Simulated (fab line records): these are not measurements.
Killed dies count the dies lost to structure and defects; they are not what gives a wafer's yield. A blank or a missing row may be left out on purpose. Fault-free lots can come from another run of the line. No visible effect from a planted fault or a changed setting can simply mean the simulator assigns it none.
Chamber matching + flow n5Finfet + N5_FIN_SAQP_PECVD_48 on pecvd-03 has 3 sister chambers
The step deposits SiNx from SiH4/NH3/N2, target thk 25 nm, time 22.1 s. 18 wafers are shown with their chamber, then 9 later ones without.

## EACH WAFER AND ITS CHAMBER
| wafer  | chamber | showerheadPlenumPTorr (Torr) | throttleValvePct (%) | heaterPowerW (W) |
|--------|---------|------------------------------|----------------------|------------------|
| L077.2 | 1       | 5.09                         | 41.3                 | 855              |
| L077.4 | 0       | 5.19                         | 39.1                 | 877              |
| L077.5 | 1       | 5.09                         | 40.9                 | 861              |
| L079.2 | 1       | 5.08                         | 41.2                 | 898              |
| L079.3 | 0       | 5.20                         | 39.0                 | 880              |
| L079.4 | 1       | 5.09                         | 41.3                 | 905              |
| L084.1 | 2       | 5.07                         | 40.3                 | 691              |
| L084.3 | 1       | 5.09                         | 41.4                 | 863              |
| L084.5 | 2       | 5.08                         | 40.3                 | 686              |
| L086.1 | 1       | 5.10                         | 41.2                 | 895              |
| L086.4 | 0       | 5.20                         | 39.4                 | 777              |
| L086.5 | 1       | 5.08                         | 41.3                 | 927              |
| L090.1 | 0       | 5.20                         | 39.2                 | 843              |
| L090.2 | 1       | 5.10                         | 41.4                 | 990              |
| L090.3 | 2       | 5.09                         | 40.0                 | 715              |
| L090.4 | 0       | 5.19                         | 39.3                 | 868              |
| L090.5 | 2       | 5.07                         | 39.8                 | 723              |
| L090.6 | 1       | 5.09                         | 41.4                 | 808              |

SIGNATURES (means of the wafers above)
| reading               | chamber 0 | chamber 1 | chamber 2 | scatter within a chamber |
|-----------------------|-----------|-----------|-----------|--------------------------|
| showerheadPlenumPTorr | 5.1960    | 5.0900    | 5.0775    | 0.00728                  |
| throttleValvePct      | 39.200    | 41.267    | 40.100    | 0.179                    |
| heaterPowerW          | 849.00    | 889.11    | 703.75    | 44.3                     |
Rule: for a wafer and a chamber, the distance is found by dividing, reading by reading, the gap between the wafer's reading and the chamber's mean by the reading's scatter, squaring, summing and taking the root. If the next closest chamber is less than 2 further off than the closest, the wafer can't be placed; otherwise it belongs to the closest. The scatter: the root of (the sum of the squares of (reading less its chamber's mean) over the shown wafers, divided by (wafers less chambers)).

## WAFERS WHOSE CHAMBER IS MISSING
| wafer  | showerheadPlenumPTorr (Torr) | throttleValvePct (%) | heaterPowerW (W) |
|--------|------------------------------|----------------------|------------------|
| L096.1 | 5.07                         | 41.4                 | 835              |
| L096.2 | 5.19                         | 39.4                 | 898              |
| L096.4 | 5.20                         | 39.0                 | 753              |
| L097.1 | 5.08                         | 40.3                 | 736              |
| L097.2 | 5.19                         | 39.6                 | 788              |
| L097.3 | 5.08                         | 41.3                 | 1015             |
| L097.4 | 5.18                         | 39.6                 | 784              |
| L097.5 | 5.10                         | 41.4                 | 999              |
| L097.6 | 5.07                         | 40.0                 | 762              |

## THE CHAMBER EACH PASSED THROUGH
| wafer  | from the rows above | in truth |
|--------|---------------------|----------|
| L096.1 | 1                   | 1        |
| L096.2 | 0                   | 0        |
| L096.4 | 0                   | 0        |
| L097.1 | 2                   | 2        |
| L097.2 | 0                   | 0        |
| L097.3 | 1                   | 1        |
| L097.4 | 0                   | 0        |
| L097.5 | 1                   | 1        |
| L097.6 | 2                   | 2        |
Placed correctly: 9 of 9. Can't be placed from these rows: 0. Wrongly placed: 0.
